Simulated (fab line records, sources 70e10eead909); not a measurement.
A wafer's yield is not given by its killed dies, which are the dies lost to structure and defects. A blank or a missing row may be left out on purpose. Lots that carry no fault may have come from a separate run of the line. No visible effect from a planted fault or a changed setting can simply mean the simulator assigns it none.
fab line records	flow nandHarc
[record] lots = 6	wafers = 18	lastDay = 24
route steps=1159 shown A_STAIRCASE@543 END@1159
lots that met no fault: taken from a fault-free run of the same line
startH: the number of hours between the record's first day and the start of the first shown wafer of the lot	waitH: hours elapsed since this lot's preceding step	" same as the row above	L1.1+2: several wafers, shown together as one row	- value missing, or start not given	* or withheld: withheld	< > ~ a bound
route shown NAME@n: a module of which the file shows steps, and the number in the route of the first	usual: average and standard deviation across the fault-free wafers	same: alike in all rows	chamber/n: place in a boat	sites: readings site by site	_std_site: standard deviation across them	_edge_site: outer sites' mean less inner sites'	radiusMm: how far each site lies from the wafer's centre	mask NAME#n: copy n	behind: the tool/chamber that last shaped the wafer	hold: why the lot went on hold/how many hours it stayed there/how the hold came to an end	device: whichever transistor did not switch (one of n, p or np)	end of line: the route-end tests of the same wafers	a step without rows: its recipe alone	killed: dies that structure and defects cost at the first sort, which is not the same as the wafer's yield	map: the dies of a wafer, with x for killed, . for not killed, _ for no die there
set.NAME: the setting as run; set.NAME@STEP: as run at that earlier step	model.NAME: the simulator's own value behind a step, which no gauge read
a table for each step, a row for each wafer; lots at some steps of the route
services: when a tool's chamber went out of use (startH, in hours from the record's first day, below 0 if earlier), for how many hours, and the reason
[[steps]]
[step NHARC_A_STAIRCASE_PEB_07]
[recipe] pebTempC = 115	pebTimeS = 130
[step NHARC_A_STAIRCASE_DEVELOP_08]
[recipe] timeS = 140
[step NHARC_A_STAIRCASE_HARDBAKE_10]
[recipe] tempC = 120	timeS = 140
[step NHARC_A_STAIRCASE_DESCUM_11]
[recipe] timeS = 3	o2FlowSccm = 200	arFlowSccm = 0	biasPowerW = 0	chemistry = O2
[usual] drypumpMotorCurrentA = 5.6/0.45	o2FlowSccm = 200.0/0.6	oesProductAu = 0.999/0.011	rfVppV = 57.9/0.86	showerheadPlenumPTorr = 1.92/0.096	throttleValvePct = 11.311/0.0097
lot.wafer	tool	chamber	startH	waitH	drypumpMotorCurrentA	o2FlowSccm	oesProductAu	rfHoursCounterH	rfVppV	showerheadPlenumPTorr	throttleValvePct
L198.1	rieDiel-09	2	251.58	-	5.5	199.4	1.009	63	58.0	1.92	11.302
L198.4	"	3	"	"	5.7	200.8	0.997	60	58.5	1.80	11.302
L198.2	"	0	"	"	5.4	200.0	0.988	56	58.2	1.88	11.301
L202.3	rieDiel-11	0	289.53	-	6.5	201.0	0.984	36	59.0	2.06	11.305
L202.1	"	3	"	"	5.5	199.7	1.002	28	56.6	1.97	11.317
L202.5	"	0	"	"	6.5	200.3	0.983	-	59.1	2.06	11.308
L209.2	rieDiel-09	1	332.36	-	4.7	199.3	0.995	23	58.8	1.99	11.325
L209.1	"	2	"	"	5.5	200.2	1.012	24	57.9	1.91	11.315
L209.5	"	0	"	"	5.5	199.6	0.991	-	58.5	1.87	11.303
L210.4	rieDiel-09	3	332.61	-	5.7	199.3	1.024	26	58.2	1.79	11.306
L210.6	"	3	"	"	5.7	198.8	1.020	-	57.0	1.79	11.319
L210.5	"	0	"	"	5.5	199.8	1.010	-	56.7	1.87	11.317
L214.1	rieDiel-11	2	354.82	-	5.9	200.2	0.982	50	57.6	2.06	11.313
L214.4	"	3	"	"	5.5	199.9	1.004	51	57.9	1.96	11.320
L214.3	"	1	"	"	5.9	200.1	0.990	57	57.4	1.80	11.303
L216.3	rieDiel-11	2	379.18	-	6.0	200.2	1.001	2	59.7	2.06	11.300
L216.5	"	2	"	"	6.0	199.4	0.992	-	57.5	2.06	11.310
L216.6	"	3	"	"	5.5	199.9	0.993	-	56.6	1.96	11.292
[step NHARC_A_STAIRCASE_TRIM_12]
[recipe] timeS = 211.2	o2FlowSccm = 500	arFlowSccm = 0	biasW = 0	chemistry = O2
[usual] drypumpMotorCurrentA = 5.6/0.48	o2FlowSccm = 500.0/1.4	oesProductAu = 0.999/0.011	rfVppV = 57.8/0.97	showerheadPlenumPTorr = 3.54/0.16	throttleValvePct = 17.037/0.009
lot.wafer	tool	chamber	startH	waitH	drypumpMotorCurrentA	o2FlowSccm	oesProductAu	rfHoursCounterH	rfVppV	showerheadPlenumPTorr	throttleValvePct
L198.1	rieDiel-09	2	251.68	0.1	5.5	499.6	1.005	63	57.8	3.53	17.029
L198.2	"	3	"	"	5.7	501.0	0.987	60	57.5	3.33	17.029
L198.4	"	0	"	"	5.5	501.2	0.988	56	56.1	3.47	17.017
L202.3	rieDiel-11	2	289.71	0.2	5.9	501.6	0.981	28	59.2	3.79	17.039
L202.1	"	3	"	"	5.5	500.7	1.000	28	57.6	3.62	17.036
L202.5	"	0	"	"	6.5	497.9	0.985	-	59.7	3.79	17.036
L209.1	rieDiel-09	0	332.48	0.1	5.5	500.6	0.996	25	59.2	3.45	17.040
L209.2	"	2	"	"	5.5	499.1	1.025	24	58.3	3.52	17.038
L209.5	"	0	"	"	5.5	498.5	0.989	-	58.0	3.45	17.045
L210.4	rieDiel-09	0	332.73	0.1	5.5	500.0	0.995	25	57.1	3.45	17.048
L210.6	"	1	"	"	4.8	497.9	0.990	-	59.4	3.66	17.043
L210.5	"	2	"	"	5.5	501.8	1.008	-	58.4	3.52	17.039
L214.4	rieDiel-11	3	354.92	0.1	5.5	501.5	1.021	51	57.3	3.61	17.055
L214.3	"	0	"	"	6.5	498.2	0.989	60	58.7	3.77	17.049
L214.1	"	1	"	"	5.9	499.7	0.996	57	57.2	3.34	17.040
L216.3	rieDiel-11	3	379.33	0.1	5.5	498.4	1.001	2	58.1	3.60	17.039
L216.5	"	0	"	"	6.5	498.9	0.981	-	58.5	3.77	17.038
L216.6	"	1	"	"	6.0	499.4	0.999	-	56.7	3.33	17.026
[step NHARC_A_STAIRCASE_ETCH_13]
[recipe] targetDepthA = 1000	timeS = 40.5	ionEnergyEv = 400	c4f8FlowSccm = 20	o2FlowSccm = 10	arFlowSccm = withheld	rfW = 600	biasW = 1000	chemistry = C4F8/O2
[usual] oesProductAu = 0.937/0.015	rfFwdPowerW = 592.7/2.8	rfVppV = 896/5.9	runLengthS = 61.9/0.37
lot.wafer	tool	chamber	startH	waitH	oesProductAu	rfFwdPowerW	rfHoursCounterH	rfVppV	runLengthS
L198.1	rieDiel-09	3	-	-	0.912	591.2	61	890	61.7
L198.2	"	1	"	"	0.937	595.0	60	902	62.1
L198.4	"	2	"	"	0.921	595.9	63	895	62.3
L202.1	rieDiel-11	0	-	-	0.922	593.7	36	905	61.6
L202.3	"	2	"	"	0.947	589.5	28	905	61.5
L202.5	"	0	"	"	0.932	591.3	-	904	61.8
L209.1	rieDiel-09	0	-	-	0.928	586.6	25	893	61.9
L209.2	"	1	"	"	0.940	595.4	23	901	61.9
L209.5	"	1	"	"	0.937	593.6	-	901	62.0
L210.4	rieDiel-09	3	-	-	0.949	589.9	26	888	61.7
L210.6	"	0	"	"	0.927	590.7	-	893	61.7
L210.5	"	1	"	"	0.936	589.8	-	901	61.9
L214.4	rieDiel-11	3	-	-	0.952	593.9	51	899	62.1
L214.1	"	1	"	"	0.957	589.2	57	888	62.5
L214.3	"	2	"	"	0.926	589.5	51	904	61.6
L216.3	rieDiel-11	3	-	-	0.940	592.9	3	899	62.3
L216.5	"	2	"	"	0.938	593.3	-	904	61.4
L216.6	"	3	"	"	0.933	595.7	-	898	62.4
[step NHARC_A_STAIRCASE_TRIM_14]
[recipe] timeS = 211.2	o2FlowSccm = 500	arFlowSccm = 0	biasW = 0	chemistry = O2
[step NHARC_A_STAIRCASE_ETCH_15]
[recipe] targetDepthA = 1000	timeS = 40.5	ionEnergyEv = 400	c4f8FlowSccm = 20	o2FlowSccm = 10	arFlowSccm = withheld	rfW = 600	biasW = 1000	chemistry = C4F8/O2
[step NHARC_A_STAIRCASE_TRIM_16]
[recipe] timeS = 211.2	o2FlowSccm = 500	arFlowSccm = 0	biasW = 0	chemistry = O2
[usual] drypumpMotorCurrentA = 5.6/0.45	o2FlowSccm = 500.0/1.4	oesProductAu = 1.000/0.011	rfVppV = 57.9/0.83	showerheadPlenumPTorr = 3.55/0.16	throttleValvePct = 17.035/0.0088
lot.wafer	tool	chamber	startH	waitH	drypumpMotorCurrentA	o2FlowSccm	oesProductAu	rfHoursCounterH	rfVppV	showerheadPlenumPTorr	throttleValvePct
L198.2	rieDiel-09	3	-	-	5.7	500.2	1.005	61	59.2	3.33	17.040
L198.4	"	1	"	"	4.7	501.0	0.995	60	59.5	3.67	17.019
L198.1	"	2	"	"	5.5	502.3	1.002	64	57.8	3.53	17.037
L202.1	rieDiel-11	1	-	-	6.0	502.1	0.990	34	57.2	3.35	17.038
L202.3	"	2	"	"	5.9	500.4	0.996	28	58.3	3.79	17.045
L202.5	"	1	"	"	5.9	498.8	0.999	-	59.4	3.35	17.036
L209.2	rieDiel-09	1	-	-	4.8	500.4	0.994	24	58.2	3.66	17.038
L209.1	"	2	"	"	5.5	499.0	1.004	24	57.9	3.52	17.031
L209.5	"	0	"	"	5.5	498.7	0.998	-	57.4	3.45	17.032
L210.4	rieDiel-09	2	-	-	5.5	496.9	1.024	24	58.9	3.52	17.052
L210.5	"	3	"	"	5.7	501.3	1.025	-	57.2	3.32	17.029
L210.6	"	0	"	"	5.4	499.9	1.001	-	57.1	3.45	17.022
L214.1	rieDiel-11	3	-	-	5.5	499.2	1.006	53	58.8	3.61	17.042
L214.4	"	0	"	"	6.5	503.3	0.979	61	57.4	3.77	17.021
L214.3	"	1	"	"	5.9	501.5	1.002	58	58.1	3.34	17.029
L216.3	rieDiel-11	1	-	-	6.0	499.6	0.997	2	56.5	3.33	17.042
L216.5	"	0	"	"	6.5	500.3	0.983	-	58.2	3.77	17.039
L216.6	"	1	"	"	6.0	497.5	0.991	-	56.8	3.33	17.031
[step NHARC_A_STAIRCASE_ETCH_17]
[recipe] targetDepthA = 1000	timeS = 40.5	ionEnergyEv = 400	c4f8FlowSccm = 20	o2FlowSccm = 10	arFlowSccm = withheld	rfW = 600	biasW = 1000	chemistry = C4F8/O2
[usual] oesProductAu = 0.940/0.014	rfFwdPowerW = 592.6/2.7	rfVppV = 896/6.1	runLengthS = 62.0/0.39
lot.wafer	tool	chamber	startH	waitH	oesProductAu	rfFwdPowerW	rfHoursCounterH	rfVppV	runLengthS
L198.4	rieDiel-09	0	-	-	0.925	586.1	57	893	62.3
L198.2	"	1	"	"	0.931	594.9	60	901	61.9
L198.1	"	2	"	"	0.949	593.5	64	898	62.0
L202.3	rieDiel-11	3	-	-	0.928	593.6	28	898	62.6
L202.1	"	0	"	"	0.908	591.4	36	905	62.1
L202.5	"	1	"	"	0.925	593.3	-	888	62.2
L209.2	rieDiel-09	1	-	-	0.937	594.1	24	901	62.2
L209.1	"	0	"	"	0.921	591.1	26	893	62.0
L209.5	"	2	"	"	0.948	596.5	-	895	62.7
L210.4	rieDiel-09	1	-	-	0.929	590.7	24	900	62.3
L210.6	"	0	"	"	0.931	585.4	-	894	61.9
L210.5	"	1	"	"	0.950	589.2	-	902	62.3
L214.4	rieDiel-11	1	-	-	0.931	591.8	58	889	62.5
L214.1	"	2	"	"	0.920	592.1	53	905	61.4
L214.3	"	3	"	"	0.937	591.4	53	900	62.4
L216.3	rieDiel-11	3	-	-	0.945	597.6	3	900	62.1
L216.5	"	0	"	"	0.928	590.7	-	905	61.9
L216.6	"	1	"	"	0.934	594.3	-	889	62.7
[step NHARC_A_STAIRCASE_TRIM_18]
[recipe] timeS = 211.2	o2FlowSccm = 500	arFlowSccm = 0	biasW = 0	chemistry = O2
[step NHARC_A_STAIRCASE_ETCH_19]
[recipe] targetDepthA = 1000	timeS = 40.5	ionEnergyEv = 400	c4f8FlowSccm = 20	o2FlowSccm = 10	arFlowSccm = withheld	rfW = 600	biasW = 1000	chemistry = C4F8/O2
[usual] oesProductAu = 0.942/0.011	rfFwdPowerW = 593/3	rfVppV = 897/5.8	runLengthS = 62.0/0.38
lot.wafer	tool	chamber	startH	waitH	oesProductAu	rfFwdPowerW	rfHoursCounterH	rfVppV	runLengthS
L198.4	rieDiel-09	3	252.76	-	0.939	588	61	888	61.6
L198.2	"	0	"	"	0.923	587	57	894	61.8
L198.1	"	2	"	"	0.951	594	64	898	62.1
L202.3	rieDiel-11	3	290.58	-	0.946	600	29	899	62.0
L202.1	"	1	"	"	0.940	595	35	890	62.2
L202.5	"	2	"	"	0.936	593	-	906	61.4
L209.2	rieDiel-09	3	333.48	-	0.965	-	27	890	49.2
L209.1	"	0	"	"	0.936	-	26	893	49.6
L209.5	"	3	"	"	0.973	590	-	889	61.5
L210.4	rieDiel-09	2	333.66	-	0.957	590	25	896	62.8
L210.6	"	1	"	"	0.940	-	-	899	50.1
L210.5	"	2	"	"	0.954	592	-	897	62.9
L214.4	rieDiel-11	2	357.30	-	0.929	594	53	905	61.2
L214.3	"	3	"	"	0.935	595	53	899	62.6
L214.1	"	0	"	"	0.927	592	61	905	61.7
L216.3	rieDiel-11	0	380.63	-	0.927	594	3	904	61.9
L216.6	"	1	"	"	0.939	596	-	889	62.2
L216.5	"	2	"	"	0.940	593	-	905	61.4
[step NHARC_END_SORT_01]
[recipe] tempC = 25
[usual] killedAtArray = 29/11	killedAtOther = 0.7/1.1	killedAtPeriphery = 2.9/2.2	killedDies = 33/11	killedOpen = 3.1/1.8	killedShort = 1.9/1.4
[same] grossDies = 677
lot.wafer	tool	chamber	startH	waitH	killedAtArray	killedAtOther	killedAtPeriphery	killedDies	killedOpen	killedShort
L202.1	prober-02	0	496.94	2.5	24	0	4	28	1	0
L202.3	prober-02	0	498.52	3.1	29	0	1	30	3	0
L209.1	prober-01	0	534.15	2.5	676	0	1	677	4	1
L209.2	prober-01	0	534.94	2.8	675	0	2	677	0	4
L209.5	prober-01	0	537.32	3.7	51	0	5	56	5	3
L210.6	prober-02	0	538.20	4.0	674	1	2	677	2	3
// killed by level:class
L202.1 A_CHANNEL_HOLE_D1:chamberFilmFlake=15 A_CONTACT:chamberFilmFlake=7 P_STI:chamberFilmFlake=2 P_M1:geometricParticle:open=1 P_ZERO_WELL:chamberFilmFlake=1 A_ZERO_WELL:chamberFilmFlake=1 A_STAIRCASE:chamberFilmFlake=1
L202.3 A_CHANNEL_HOLE_D1:chamberFilmFlake=13 A_CONTACT:chamberFilmFlake=10 A_STAIRCASE:chamberFilmFlake=4 P_M0:geometricParticle:open=1 A_WL_FILL:geometricParticle:open=1 A_BLC:geometricParticle:open=1
L209.1 A_STAIRCASE:areaEtch=632 A_CHANNEL_HOLE_D1:chamberFilmFlake=15 A_SLIT:chamberFilmFlake=14 A_STAIRCASE:chamberFilmFlake=6 A_CONTACT:chamberFilmFlake=4 P_M0:geometricParticle:open=1 A_CHANNEL_FILL_D1:geometricParticle:open=1 A_CONTACT:geometricParticle:open=1
L209.2 A_STAIRCASE:areaEtch=639 A_CHANNEL_HOLE_D1:chamberFilmFlake=15 A_SLIT:chamberFilmFlake=14 A_STAIRCASE:chamberFilmFlake=2 P_CONTACT:geometricParticle:short=1 A_CHANNEL_FILL_D1:geometricParticle:short=1 A_STAIRCASE:geometricParticle:short=1 A_CONTACT:geometricParticle:short=1
L209.5 A_CHANNEL_HOLE_D1:chamberFilmFlake=23 A_SLIT:chamberFilmFlake=20 P_CONTACT:geometricParticle:open=2 A_ONON_D1:geometricParticle:open=2 A_CONTACT:chamberFilmFlake=2 P_CONTACT:geometricParticle:short=1 A_ONON_D1:geometricParticle:short=1 A_STAIRCASE:geometricParticle:short=1
L210.6 A_STAIRCASE:areaEtch=652 A_CHANNEL_HOLE_D1:chamberFilmFlake=7 A_SLIT:chamberFilmFlake=6 A_SOURCE_PLATE:geometricParticle:short=3 A_CONTACT:chamberFilmFlake=3 A_STAIRCASE:chamberFilmFlake=2 P_M0:geometricParticle:open=1 A_CONTACT:geometricParticle:open=1
// map L209.1 (x killed, . not)
____________x____________
_________xxxxxxx_________
_______xxxxxxxxxxx_______
______xxxxxxxxxxxxx______
_____xxxxxxxxxxxxxxx_____
____xxxxxxxxxxxxxxxxx____
____xxxxxxxxxxxxxxxxx____
___xxxxxxxxxxxxxxxxxxx___
___xxxxxxxxxxxxxxxxxxx___
__xxxxxxxxxxxxxxxxxxxxx__
__xxxxxxxxxxxxxxxxxxxxx__
_xxxxxxxxxxxxxxxxxxxxxxx_
_xxxxxxxxxxxxxxxxxxxxxxx_
_xxxxxxxxxxxxxxxxxxxxxxx_
_xxxxxxxxxxxxxxxxxxxxxxx_
_xxxxxxxxxxxxxxxxxxxxxxx_
xxxxxxxxxxxxxxxxxxxxxxxxx
xxxxxxxxxxxxxxxxxxxxxxxxx
xxxxxxxxxxxxxxxxxxxxxxxxx
xxxxxxxxxxxxxxxxxxxxxxxxx
xxxxxxxxxxxxxxxxxxxxxxxxx
_xxxxxxxxxxxxxxxxxxxxxxx_
_xxxxxxxxxxxxxxxxxxxxxxx_
_xxxxxxxxxxxxxxxxxxxxxxx_
_xxxxxxxxxxxxxxxxxxxxxxx_
_xxxxxxxxxxxxxxxxxxxxxxx_
__xxxxxxxxxxxxxxxxxxxxx__
__xxxxxxxxxxxxxxxxxxxxx__
___xxxxxxxxxxxxxxxxxxx___
___xxxxxxxxxxxxxxxxxxx___
____xxxxxxxxxxxxxxxxx____
____xxxxxxxxxxxxxxxxx____
_____xxxxxxxxxxxxxxx_____
______xxxxxxxxxxxxx______
_______xxxxxxxxxxx_______
_________xxxxxxx_________
____________x____________
// map L210.6 (x killed, . not)
____________x____________
_________xxxxxxx_________
_______xxxxxxxxxxx_______
______xxxxxxxxxxxxx______
_____xxxxxxxxxxxxxxx_____
____xxxxxxxxxxxxxxxxx____
____xxxxxxxxxxxxxxxxx____
___xxxxxxxxxxxxxxxxxxx___
___xxxxxxxxxxxxxxxxxxx___
__xxxxxxxxxxxxxxxxxxxxx__
__xxxxxxxxxxxxxxxxxxxxx__
_xxxxxxxxxxxxxxxxxxxxxxx_
_xxxxxxxxxxxxxxxxxxxxxxx_
_xxxxxxxxxxxxxxxxxxxxxxx_
_xxxxxxxxxxxxxxxxxxxxxxx_
_xxxxxxxxxxxxxxxxxxxxxxx_
xxxxxxxxxxxxxxxxxxxxxxxxx
xxxxxxxxxxxxxxxxxxxxxxxxx
xxxxxxxxxxxxxxxxxxxxxxxxx
xxxxxxxxxxxxxxxxxxxxxxxxx
xxxxxxxxxxxxxxxxxxxxxxxxx
_xxxxxxxxxxxxxxxxxxxxxxx_
_xxxxxxxxxxxxxxxxxxxxxxx_
_xxxxxxxxxxxxxxxxxxxxxxx_
_xxxxxxxxxxxxxxxxxxxxxxx_
_xxxxxxxxxxxxxxxxxxxxxxx_
__xxxxxxxxxxxxxxxxxxxxx__
__xxxxxxxxxxxxxxxxxxxxx__
___xxxxxxxxxxxxxxxxxxx___
___xxxxxxxxxxxxxxxxxxx___
____xxxxxxxxxxxxxxxxx____
____xxxxxxxxxxxxxxxxx____
_____xxxxxxxxxxxxxxx_____
______xxxxxxxxxxxxx______
_______xxxxxxxxxxx_______
_________xxxxxxx_________
____________x____________
[[services]]
tool	chamber	startH	hours	kind
rieDiel-09	0	234.33	-	clean
rieDiel-09	1	234.33	-	clean
rieDiel-09	2	234.33	-	clean
rieDiel-09	3	234.33	-	clean
rieDiel-11	0	248.03	-	clean
rieDiel-11	1	248.03	-	clean
rieDiel-11	2	248.03	-	clean
rieDiel-11	3	248.03	-	clean
rieDiel-09	-	254.16	9.0	pm
rieDiel-09	0	254.16	9.0	ventCycle
rieDiel-09	1	254.16	9.0	ventCycle
rieDiel-09	2	254.16	9.0	ventCycle
rieDiel-09	3	254.16	9.0	ventCycle
rieDiel-09	0	263.16	-	clean
rieDiel-09	1	263.16	-	clean
rieDiel-09	2	263.16	-	clean
rieDiel-09	3	263.16	-	clean
rieDiel-11	0	272.64	-	clean
rieDiel-11	1	272.64	-	clean
rieDiel-11	2	272.64	-	clean
rieDiel-11	3	272.64	-	clean
rieDiel-11	1	303.45	4.2	repair
rieDiel-09	3	361.78	33.2	repair
rieDiel-11	-	366.57	9.0	pm
[[key]]
[firstSign] step = NHARC_A_STAIRCASE_ETCH_19	reading = runLengthS	direction = down	sigmas = 32	usual = *	struck = *
[effect] step = NHARC_END_SORT_01	reading = killedDies	direction = up	sigmas = 58	usual = 33	struck = 677
[moreKillsBornAt] NHARC_A_STAIRCASE_ETCH_19@rieDiel-09 = 1923
metAt NHARC_A_STAIRCASE_ETCH_19
struckWafers L209.1,L209.2,L210.6
laterRowsLeftOut L209.1,L209.2,L210.6
testerLeftOut L209,L210
onsetBetween 252.76 333.48
[fault] kind = processParameterDrift	tool = rieDiel-09	chamber = -	onsetH = 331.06	steps = NHARC_A_STAIRCASE_ETCH_19	channel = timeS	offset = *	shape = step	endH = 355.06	scope = struckWafersOnly	actsIn = *	stated = *
// testerLeftOut: of these lots the tester's yield and bins aren't shown, on N5 and GAA mostly nor the transistor test; their killed dies are dies lost to structure and defects alone, not to doping, threshold or leakage, so they don't give the yield
// laterRowsLeftOut: the simulator's readings of these wafers behind a module that went badly wrong aren't trusted and aren't shown, but for the sort
